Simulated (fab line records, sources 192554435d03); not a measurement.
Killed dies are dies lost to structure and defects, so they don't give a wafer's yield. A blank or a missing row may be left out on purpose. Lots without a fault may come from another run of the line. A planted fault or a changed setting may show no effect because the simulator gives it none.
Which tool did it? | flow n5_finfet | 24 lots, 72 wafers sampled, at 1 step of a route of 1938

WHAT THE GAUGES READ, wafer by wafer
N5_BEOL_M5_CD_MEAS_35: target cd 28 nm, target cd y 24 nm. Usual: cd_nm 28.1 nm, standard deviation 0.36.
lot  | measured     | on        | cd_nm (nm)     | flag
L074 | day 7 16:19  | cd_sem-01 | 28.0 27.9 27.7 |
L075 | day 8 08:11  | cd_sem-02 | 27.4 27.8 28.1 |
L078 | day 8 15:54  | cd_sem-02 | 28.1 27.8 27.5 |
L077 | day 8 19:53  | cd_sem-02 | 28.7 27.9 28.1 |
L076 | day 8 19:56  | cd_sem-02 | 28.0 27.6 27.7 |
L079 | day 8 23:52  | cd_sem-01 | 28.3 29.0 27.6 |
L080 | day 9 11:26  | cd_sem-01 | 28.6 28.8 28.5 |
L081 | day 9 19:41  | cd_sem-01 | 28.1 27.9 28.2 |
L083 | day 9 22:04  | cd_sem-02 | 28.1 28.0 27.5 |
L082 | day 10 01:40 | cd_sem-01 | 28.2 28.4 27.7 |
L084 | day 10 04:47 | cd_sem-01 | 27.7 28.2 28.2 |
L085 | day 11 02:23 | cd_sem-01 | 28.0 28.3 28.3 |
L086 | day 11 06:26 | cd_sem-01 | 28.8 27.8 28.7 |
L087 | day 11 07:58 | cd_sem-01 | 27.4 27.9 27.8 |
L088 | day 11 10:44 | cd_sem-02 | 28.2 28.0 28.0 |
L089 | day 11 14:08 | cd_sem-01 | 27.8 28.2 28.5 |
L090 | day 12 03:49 | cd_sem-01 | 28.3 28.4 28.1 |
L092 | day 12 11:00 | cd_sem-02 | 27.8 28.3 27.9 |
L091 | day 12 11:23 | cd_sem-02 | 28.6 27.7 28.7 |
L093 | day 12 19:03 | cd_sem-02 | 28.3 28.3 28.6 |
L095 | day 13 07:48 | cd_sem-02 | 28.5 28.1 28.2 |
L094 | day 13 15:11 | cd_sem-02 | 27.6 27.9 27.6 |
L096 | day 13 15:29 | cd_sem-01 | 28.4 28.3 28.1 |
L097 | day 14 08:19 | cd_sem-01 | 27.9 28.1 28.0 |

WHICH TOOL RAN EACH LOT (tool, then ch and the chambers of the sampled wafers, then the start)
The record holds no process step before these readings.

WHAT THE TOOLS THEMSELVES READ (means of the sampled wafers that have a number; where no wafer has one, the mark that the record gives instead)
The record holds no such reading with a usual standard deviation.

THE ANSWER, worked out from the rows above alone
Rule: a lot is off if the mean of its wafers that have a number lies more than 3 standard deviations from the usual mean. A lot without any number at a reading at which 4 lots or more have one is off too. The other lots that the step has rows for count as sound. The gauges are gone through in route order, then the tools' own readings, and for those a lot's mean is taken as printed above. The first step at which some lot is off is used, and at that step the reading that is off furthest; a lot without a number counts as furthest.
No lot is off at any reading shown: from this, nothing can be told.

WHAT THE SIMULATOR HAD PUT IN
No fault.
